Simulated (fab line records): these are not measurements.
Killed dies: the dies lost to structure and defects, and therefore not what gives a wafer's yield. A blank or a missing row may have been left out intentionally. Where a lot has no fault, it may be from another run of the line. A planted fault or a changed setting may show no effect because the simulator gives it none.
Split-lot experiment -- flow n5Finfet -- 7 lots, 39 wafers read, on a route of 1938 steps

== THE SPLIT ITSELF ==
At N5_FIN_SAQP_SPACER2_ALD_28 (deposits SiO2, target thk 8.1 nm, pulse time 1 s, purge time 2 s), the setting targetThkA was moved away from the recipe's 81 angstrom on 18 of the 39 wafers read, by -56.1% to -18.1%. This setting was run at the recipe's value on the other wafers.

== FROM THE SPLIT TO THE READING: what the file shows between them, 9 steps ==
- N5_FIN_SAQP_SPACER2_ETCHBACK_29: etches SiO2 in CHF3/O2, target depth 12.2 nm, time 6.1 s
- N5_FIN_SAQP_MANDREL2_REMOVE_60: chemistry HBr/Cl2/O2, target a-Si, stops on SiNx, bt time 10 s
- N5_FIN_SAQP_CD_MEAS_31: target cd 8 nm
- N5_FIN_SAQP_HM_OPEN_33: chemistry CH3F/O2, target SiNx, target depth 49.4 nm, time 70.6 s
- N5_FIN_SAQP_ETCH_34: etches SiO2 in C4F6/O2, target depth 45 nm, time 15 s
- N5_FIN_SAQP_STRIP_77: strips in N2/H2, time 90 s
- N5_FIN_SAQP_HM_CD_35: target cd 8 nm
- N5_FIN_SAQP_ETCH_64: etches SiO2 in CF4, target depth 1.5 nm
- N5_FIN_SAQP_FIN_ETCH_36: etches the open film in HBr/Cl2/O2, target depth 120 nm, time 50.4 s

== THE READING ==
cdNm, in nm, at N5_FIN_SAQP_CD_MEAS_37 (target cd 8 nm). Fault-free wafers of this fab line usually give 8.10 nm, standard deviation 0.27 nm.

wafer,"tool, chamber at the split","targetThkA as run, angstrom",against the recipe,"cdNm, nm",against lot-mates on the recipe
L079.1,"aldSin-04, 3,0,1",54.44,-32.8%,5.29,-2.61
L079.2,"aldSin-04, 2,3,2",81,recipe,8.10,-
L079.3,"aldSin-04, 3,0,1",54.44,-32.8%,5.50,-2.40
L079.4,"aldSin-04, 3,0,1",54.44,-32.8%,5.14,-2.76
L079.5,"aldSin-04, 2,3,2",81,recipe,7.90,-
L079.6,"aldSin-04, 2,3,2",81,recipe,7.71,-
L083.1,"aldSin-03, 0,1",81,recipe,7.97,-
L083.2,"aldSin-03, 0,1",81,recipe,7.93,-
L083.3,"aldSin-03, 3,0,1",35.53,-56.1%,3.60,-4.43
L083.4,"aldSin-03, 3",81,recipe,8.20,-
L083.5,"aldSin-03, 3,0,1",35.53,-56.1%,3.45,-4.58
L083.6,"aldSin-03, 3,0,1",35.53,-56.1%,3.47,-4.56
L085.1,"aldSin-04, 2,3",81,recipe,7.88,-
L085.2,"aldSin-04, 1",66.36,-18.1%,6.52,-1.28
L085.3,"aldSin-04, 2,3",81,recipe,7.68,-
L085.4,"aldSin-04, 0",81,recipe,7.84,-
L085.5,"aldSin-04, 0",66.36,-18.1%,6.49,-1.31
L085.6,"aldSin-04, 1",66.36,-18.1%,6.49,-1.31
L089.1,"aldSin-02, 1,2,0",81,recipe,7.73,-
L089.2,"aldSin-02, 0,3,3",46.47,-42.6%,4.44,-3.49
L089.3,"aldSin-02, 0,3,3",46.47,-42.6%,4.90,-3.03
L089.4,"aldSin-02, 1,2,0",81,recipe,8.32,-
L089.5,"aldSin-02, 1,2,0",81,recipe,7.73,-
L089.6,"aldSin-02, 0,3,3",46.47,-42.6%,4.64,-3.29
L094.1,"aldSin-02, 3,1",38.28,-52.7%,3.89,-4.31
L094.2,"aldSin-02, 3,1",38.28,-52.7%,3.87,-4.33
L094.3,"aldSin-02, 0",38.28,-52.7%,3.87,-4.33
L094.4,"aldSin-02, 2,3",81,recipe,8.14,-
L094.5,"aldSin-02, 2,3",81,recipe,7.95,-
L094.6,"aldSin-02, 0",81,recipe,8.50,-
L095.1,"aldSin-04, 0,3",41.14,-49.2%,4.56,-3.43
L095.2,"aldSin-04, 1,3,0",81,recipe,7.68,-
L095.3,"aldSin-04, 0,3",41.14,-49.2%,3.73,-4.26
L095.4,"aldSin-04, 2",41.14,-49.2%,3.87,-4.12
L095.5,"aldSin-04, 1,3,0",81,recipe,7.94,-
L095.6,"aldSin-04, 1,3,0",81,recipe,8.34,-
L096.1,"aldSin-03, 3,0",81,recipe,8.41,-
L096.5,"aldSin-03, 3,0",81,recipe,8.20,-
L096.6,"aldSin-03, 1",81,recipe,8.06,-
The file does not say which wafer passed through which chamber wherever a row lists several chambers: such a row stands for several wafers.

FIT RESULTS
A straight line over all 39 wafers: cdNm changes by +0.0797 nm for each +1% of targetThkA; r = +0.99; the points scatter about the line by 0.23 nm.
The same after taking each lot's own level away (the mean of its wafers on the recipe; 39 wafers): +0.0802 nm for each +1%; r = +0.99; scatter 0.2 nm.
On that fit, the largest move of targetThkA shifts the reading by 4.5 nm.
The span of the lots' own levels, 7.800 to 8.223 nm, comes to 1.6 times the standard deviation stated above.
So the lot-to-lot level changes the slope little: the two slopes agree.
Check: -4.49 nm against its lot-mates is what the line predicts for one of the wafers moved furthest among these (-56.1%) when that wafer is left out of the fit. It came out at -4.43 nm against them.

== OTHER SPLITS APPLIED TO THESE WAFERS ==
Other splits were also applied to these wafers ahead of the reading. Each is held against what the fit with the lots' levels taken away leaves over:
other split on the same wafers,wafers away from the commonest value,r with cdNm (lot level and that fit taken away)
N5_PMOS_HMC_CHANNEL_EPI_DEVELOP_08 developTimeS,15,+0.30

== THE WHOLE CHAIN: every reading that the file lists as answering this split, in the file's order ==
step,what it does,reading,change (the file's fit),r (the file's)
N5_FIN_SAQP_SPACER2_ALD_28,"deposits SiO2, target thk 8.1 nm, pulse time 1 s, purge time 2 s","SiO2_of_FIN_SAQP_SPACER2_ALD_28.thkNm (the simulator's own value, which no gauge read)",+0.0801 nm for each +1% of the setting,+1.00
N5_FIN_SAQP_MANDREL2_REMOVE_60,"chemistry HBr/Cl2/O2, target a-Si, stops on SiNx, bt time 10 s","FIN_SAQP.cdNm (the simulator's own value, which no gauge read)",+0.0803 nm for each +1% of the setting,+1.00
N5_FIN_SAQP_CD_MEAS_31,target cd 8 nm,cdNm,+0.081 nm for each +1% of the setting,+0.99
N5_FIN_SAQP_HM_OPEN_33,"chemistry CH3F/O2, target SiNx, target depth 49.4 nm, time 70.6 s","FIN_SAQP.cdNm (the simulator's own value, which no gauge read)",+0.0793 nm for each +1% of the setting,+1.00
N5_FIN_SAQP_HM_CD_35,target cd 8 nm,cdNm,+0.0786 nm for each +1% of the setting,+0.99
N5_FIN_SAQP_FIN_ETCH_36,"etches the open film in HBr/Cl2/O2, target depth 120 nm, time 50.4 s","FIN_SAQP.cdNm (the simulator's own value, which no gauge read)",+0.0807 nm for each +1% of the setting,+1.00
N5_FIN_SAQP_CD_MEAS_37,target cd 8 nm,cdNm,+0.0798 nm for each +1% of the setting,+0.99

== FILE'S OWN FIT ==
cdNm changes by +0.0798 nm for each +1% of targetThkA, r = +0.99.
